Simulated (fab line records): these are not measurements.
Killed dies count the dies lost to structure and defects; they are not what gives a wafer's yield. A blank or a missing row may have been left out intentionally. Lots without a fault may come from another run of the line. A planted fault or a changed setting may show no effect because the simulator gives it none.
Split-lot experiment ; flow n5_finfet ; 21 wafers read from 7 lots, route of 1938 steps

ABOUT THE SPLIT
At N5_PASSIVATION_PECVD_01 (deposits SiNx from SiH4/NH3/N2, target thk 200 nm, time 43.2 s), the setting time_s was moved away from the recipe's 43.2 s on 9 of the 21 wafers read, by -10.6% to +7.8%. This setting was run at the recipe's value on the other wafers.

The split's own step is where the reading is taken.

THE READING
SiNx_of_PASSIVATION_PECVD_01.thk_nm (the simulator's own value, which no gauge read), in nm, at N5_PASSIVATION_PECVD_01 (deposits SiNx from SiH4/NH3/N2, target thk 200 nm, time 43.2 s). There is no usual value for it anywhere in the file. The 12 wafers here that ran the recipe average 201.2 nm, standard deviation 1.9 nm.

wafer;tool, chamber at the split;time_s as run, s;against the recipe;SiNx_of_PASSIVATION_PECVD_01.thk_nm, nm;against lot-mates on the recipe
L074.2;pecvd-02, 0;46.59;+7.8%;212.4;no lot-mate on the recipe
L074.3;pecvd-02, 2;46.59;+7.8%;215.4;no lot-mate on the recipe
L074.5;pecvd-02, 2;46.59;+7.8%;215.6;no lot-mate on the recipe
L086.3;pecvd-02, 1;43.2;recipe;202;-
L086.5;pecvd-02, 1;43.2;recipe;204.2;-
L086.6;pecvd-02, 2;43.2;recipe;204.4;-
L081.1;pecvd-02, 0;43.2;recipe;200.8;-
L081.2;pecvd-02, 1;43.2;recipe;200.6;-
L081.4;pecvd-02, 0;43.2;recipe;203;-
L090.2;pecvd-04, 1;40.22;-6.9%;183.6;-16.2
L090.3;pecvd-04, 0;43.2;recipe;198.6;-
L090.6;pecvd-04, 1;43.2;recipe;201;-
L089.3;pecvd-04, 1;43.2;recipe;201;-
L089.4;pecvd-04, 1;43.2;recipe;200.8;-
L089.6;pecvd-04, 2;43.2;recipe;199.2;-
L087.3;pecvd-03, 2;43.2;recipe;198.2;-
L087.4;pecvd-03, 2;39.87;-7.7%;187.8;-10.4
L087.5;pecvd-03, 1;39.87;-7.7%;183.8;-14.4
L093.3;pecvd-03, 2;38.61;-10.6%;180.4;no lot-mate on the recipe
L093.4;pecvd-03, 2;38.61;-10.6%;181;no lot-mate on the recipe
L093.6;pecvd-03, 1;38.61;-10.6%;181.6;no lot-mate on the recipe

FIT RESULTS
A straight line over all 21 wafers: SiNx_of_PASSIVATION_PECVD_01.thk_nm changes by +1.88 nm for each +1% of time_s; r = +0.98; the points scatter about the line by 2.1 nm.
The same after taking each lot's own level away (the mean of its wafers on the recipe; 15 wafers): +1.82 nm for each +1%; r = +0.96; scatter 1.7 nm.
That fit puts the effect of the largest move of time_s on the reading at 19 nm.
The span of the lots' own levels, 198.20 to 203.53 nm, comes to 2.8 times the standard deviation stated above.
The two slopes are in agreement: the lot-to-lot level therefore moves the slope only a little.
Check: -16 nm against its lot-mates is what the line predicts for one of the wafers moved furthest among these (-7.7%) when that wafer is left out of the fit. It came out at -10.4 nm against them.

OTHER SPLITS APPLIED TO THESE WAFERS
Other splits were also applied to these wafers ahead of the reading. Each is held against what the fit with the lots' levels taken away leaves over:
other split on the same wafers;wafers away from the commonest value;r with SiNx_of_PASSIVATION_PECVD_01.thk_nm (lot level and that fit taken away)
N5_BEOL_M13_SPUTTER_44 power_w;6;-0.19
N5_BEOL_M14_TRENCH_ETCH_34 time_s;9;+0.19
N5_BEOL_M15_TRENCH_ETCH_34 time_s;5;+0.26
N5_BEOL_M15_SPUTTER_45 power_w;2;+0.36

FILE'S OWN FIT
SiNx_of_PASSIVATION_PECVD_01.thk_nm changes by +1.94 nm for each +1% of time_s, r = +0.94.
